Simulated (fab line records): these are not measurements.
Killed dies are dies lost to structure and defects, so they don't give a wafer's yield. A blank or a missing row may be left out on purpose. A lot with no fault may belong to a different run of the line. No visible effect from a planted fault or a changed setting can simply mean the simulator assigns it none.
Chamber matching + flow n5Finfet + N5_BEOL_M9_ETCH_66 on rieDiel-01: 4 sister chambers
The step etches SOC in N2/H2, target depth 80 nm, overetch 16 nm, time 120 s. 8 wafers are shown with their chamber, then 11 later ones without.

== EACH WAFER AND ITS CHAMBER ==
| wafer  | chamber | showerheadPlenumPTorr (Torr) | throttleValvePct (%) |
|--------|---------|------------------------------|----------------------|
| L079.5 | 2       | 2.44                         | 17.30                |
| L079.6 | 3       | 2.57                         | 17.70                |
| L080.1 | 2       | 2.44                         | 17.31                |
| L083.5 | 1       | 2.47                         | 17.30                |
| L088.1 | 1       | 2.47                         | 17.29                |
| L088.4 | 3       | 2.56                         | 17.73                |
| L088.5 | 0       | 2.45                         | 17.60                |
| L091.2 | 0       | 2.45                         | 17.59                |

== WAFERS WHOSE CHAMBER IS MISSING ==
| wafer  | showerheadPlenumPTorr (Torr) | throttleValvePct (%) |
|--------|------------------------------|----------------------|
| L091.3 | 2.56                         | 17.76                |
| L091.5 | 2.45                         | 17.61                |
| L095.2 | 2.43                         | 17.35                |
| L095.5 | 2.43                         | 17.36                |
| L095.6 | 2.55                         | 17.76                |
| L097.1 | 2.55                         | 17.77                |
| L097.2 | 2.43                         | 17.37                |
| L097.3 | 2.45                         | 17.63                |
| L097.4 | 2.46                         | 17.32                |
| L097.5 | 2.46                         | 17.33                |
| L097.6 | 2.43                         | 17.37                |

== CHAMBER TAKEN BY EACH ==
| wafer  | from the rows above     | in truth |
|--------|-------------------------|----------|
| L091.3 | 3                       | 3        |
| L091.5 | 0                       | 0        |
| L095.2 | 2                       | 2        |
| L095.5 | 2                       | 2        |
| L095.6 | 3                       | 3        |
| L097.1 | 3                       | 3        |
| L097.2 | 2                       | 2        |
| L097.3 | 0                       | 0        |
| L097.4 | 1                       | 1        |
| L097.5 | can't be placed: 1 or 2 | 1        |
| L097.6 | 2                       | 2        |
10 of 11 placed correctly. These rows do not allow placing 1 (true chamber among the candidates in 1). Wrongly placed: 0.
How it was worked out, from the rows above alone: a wafer's distance from a chamber is the root of the sum, over the readings, of the square of ((its reading less the chamber's mean) divided by the reading's scatter). If the next closest chamber is less than 2 further off than the closest, the wafer can't be placed; otherwise it belongs to the closest. The mean given for a chamber averages the wafers shown for that chamber. The scatter is the square root of a quotient: the sum, over the shown wafers, of each reading's squared deviation from its chamber's mean, divided by wafers minus chambers.
